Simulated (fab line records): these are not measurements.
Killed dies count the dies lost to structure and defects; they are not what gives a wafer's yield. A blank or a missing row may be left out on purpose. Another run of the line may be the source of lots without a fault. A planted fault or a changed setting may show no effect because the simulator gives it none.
Chamber matching || flow n5 finfet || N5_BEOL_M2_ETCHBACK_99 on rie diel-03 has 4 sister chambers
The step etches SiO2 in CHF3, target depth 5 nm, time 10.4 s. 8 wafers are shown with their chamber, then 10 later ones without.

== WAFERS WITH THEIR CHAMBER ==
{"wafer": "L079.6", "chamber": 0, "showerhead plenum p Torr (Torr)": 2.06, "rf vpp V (V)": 244}
{"wafer": "L081.4", "chamber": 1, "showerhead plenum p Torr (Torr)": 2.12, "rf vpp V (V)": 236}
{"wafer": "L086.5", "chamber": 2, "showerhead plenum p Torr (Torr)": 2.17, "rf vpp V (V)": 234}
{"wafer": "L086.6", "chamber": 1, "showerhead plenum p Torr (Torr)": 2.11, "rf vpp V (V)": 236}
{"wafer": "L088.1", "chamber": 2, "showerhead plenum p Torr (Torr)": 2.16, "rf vpp V (V)": 234}
{"wafer": "L088.2", "chamber": 0, "showerhead plenum p Torr (Torr)": 2.05, "rf vpp V (V)": 243}
{"wafer": "L090.1", "chamber": 3, "showerhead plenum p Torr (Torr)": 2.05, "rf vpp V (V)": 244}
{"wafer": "L090.5", "chamber": 3, "showerhead plenum p Torr (Torr)": 2.05, "rf vpp V (V)": 245}

== WAFERS WITHOUT THEIR CHAMBER ==
{"wafer": "L090.6", "showerhead plenum p Torr (Torr)": 2.16, "rf vpp V (V)": 232}
{"wafer": "L087.2", "showerhead plenum p Torr (Torr)": 2.11, "rf vpp V (V)": 235}
{"wafer": "L087.3", "showerhead plenum p Torr (Torr)": 2.16, "rf vpp V (V)": 233}
{"wafer": "L087.5", "showerhead plenum p Torr (Torr)": 2.05, "rf vpp V (V)": 243}
{"wafer": "L092.1", "showerhead plenum p Torr (Torr)": 2.05, "rf vpp V (V)": 243}
{"wafer": "L092.2", "showerhead plenum p Torr (Torr)": 2.16, "rf vpp V (V)": 234}
{"wafer": "L092.4", "showerhead plenum p Torr (Torr)": 2.16, "rf vpp V (V)": 233}
{"wafer": "L094.1", "showerhead plenum p Torr (Torr)": 2.05, "rf vpp V (V)": 242}
{"wafer": "L094.3", "showerhead plenum p Torr (Torr)": 2.04, "rf vpp V (V)": 244}
{"wafer": "L094.4", "showerhead plenum p Torr (Torr)": 2.05, "rf vpp V (V)": 242}

== THE CHAMBER EACH PASSED THROUGH ==
{"wafer": "L090.6", "from the rows above": 2, "in truth": 2}
{"wafer": "L087.2", "from the rows above": 1, "in truth": 1}
{"wafer": "L087.3", "from the rows above": 2, "in truth": 2}
{"wafer": "L087.5", "from the rows above": "can't be placed: 0 or 3", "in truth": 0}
{"wafer": "L092.1", "from the rows above": "can't be placed: 0 or 3", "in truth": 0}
{"wafer": "L092.2", "from the rows above": 2, "in truth": 2}
{"wafer": "L092.4", "from the rows above": 2, "in truth": 2}
{"wafer": "L094.1", "from the rows above": "can't be placed: 0 or 3", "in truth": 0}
{"wafer": "L094.3", "from the rows above": "can't be placed: 3 or 0", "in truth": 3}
{"wafer": "L094.4", "from the rows above": "can't be placed: 0 or 3", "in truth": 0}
5 of 10 placed correctly. These rows do not allow placing 5 (true chamber among the candidates in 5). Placed wrongly: 0.
How it was worked out, from the rows above alone: a wafer's distance from a chamber is the root of the sum, over the readings, of the square of ((its reading less the chamber's mean) divided by the reading's scatter). If the next closest chamber is less than 2 further off than the closest, the wafer can't be placed; otherwise it belongs to the closest. For every chamber, the mean is computed from those of its wafers that are shown. The scatter is the square root of a quotient: the sum, over the shown wafers, of each reading's squared deviation from its chamber's mean, divided by wafers minus chambers.
